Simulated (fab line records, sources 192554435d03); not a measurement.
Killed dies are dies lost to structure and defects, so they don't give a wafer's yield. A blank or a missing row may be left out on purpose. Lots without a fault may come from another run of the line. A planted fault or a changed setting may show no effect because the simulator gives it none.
Split-lot experiment | flow n5_finfet | 7 lots, 21 wafers read, on a route of 1938 steps

THE SPLIT
At N5_PASSIVATION_PASS_ETCH_47 (etches SiNx in CF4/O2, target depth 770 nm, time 385 s), the setting source_w was moved away from the recipe's 535 W on 6 of the 21 wafers read, by +7.6% to +17.6%. The other wafers ran this setting at the recipe's value.

The reading is taken at the split's own step.

THE READING
etch.depth_nm (the simulator's own value, which no gauge read), in nm, at N5_PASSIVATION_PASS_ETCH_47 (etches SiNx in CF4/O2, target depth 770 nm, time 385 s). The file gives no usual value for it. The 15 wafers here that ran the recipe average 782.8 nm, standard deviation 14 nm.

wafer  | tool, chamber at the split | source_w as run, W | against the recipe | etch.depth_nm, nm | against lot-mates on the recipe
L079.2 | rie_diel-04, 1             | 598.8              | +11.9%             | 883.8             | no lot-mate on the recipe
L079.3 | rie_diel-04, 3             | 598.8              | +11.9%             | 877.2             | no lot-mate on the recipe
L079.5 | rie_diel-04, 1             | 598.8              | +11.9%             | 869.8             | no lot-mate on the recipe
L082.2 | rie_diel-04, 3             | 535                | recipe             | 786.9             | -
L082.3 | rie_diel-04, 1             | 535                | recipe             | 787.2             | -
L082.4 | rie_diel-04, 0             | 581.1              | +8.6%              | 828.6             | +41.6
L078.1 | rie_diel-05, 0             | 535                | recipe             | 751.3             | -
L078.3 | rie_diel-05, 3             | 535                | recipe             | 813.3             | -
L078.6 | rie_diel-05, 2             | 535                | recipe             | 780.5             | -
L091.1 | rie_diel-04, 0             | 535                | recipe             | 777.4             | -
L091.2 | rie_diel-04, 3             | 535                | recipe             | 774.1             | -
L091.6 | rie_diel-04, 2             | 535                | recipe             | 773.7             | -
L094.1 | rie_diel-04, 2             | 575.5              | +7.6%              | 831.8             | +55.5
L094.4 | rie_diel-04, 1             | 535                | recipe             | 772.6             | -
L094.5 | rie_diel-04, 3             | 535                | recipe             | 780               | -
L097.2 | rie_diel-06, 2             | 535                | recipe             | 785.9             | -
L097.4 | rie_diel-06, 3             | 535                | recipe             | 787               | -
L097.5 | rie_diel-06, 3             | 535                | recipe             | 780.9             | -
L095.1 | rie_diel-05, 1             | 535                | recipe             | 809.4             | -
L095.2 | rie_diel-05, 0             | 628.9              | +17.6%             | 901               | +105.5
L095.6 | rie_diel-05, 2             | 535                | recipe             | 781.6             | -

THE FIT
A straight line over all 21 wafers: etch.depth_nm changes by +7.18 nm for each +1% of source_w; r = +0.95; the points scatter about the line by 14 nm.
The same after taking each lot's own level away (the mean of its wafers on the recipe; 18 wafers): +5.98 nm for each +1%; r = +0.92; scatter 13 nm.
On that fit, the largest move of source_w shifts the reading by 1e+02 nm.
The lots' own levels span 775.07 to 795.50 nm, that is 1.4 times the standard deviation above.
So the lot-to-lot level changes the slope: the two fits differ.
Check: with one of the wafers moved furthest among these (+17.6%) left out of the fit, the line predicts +104 nm for it against its lot-mates. It came out at +106 nm against them.

THE FILE'S OWN FIT
etch.depth_nm changes by +5.98 nm for each +1% of source_w, r = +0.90.
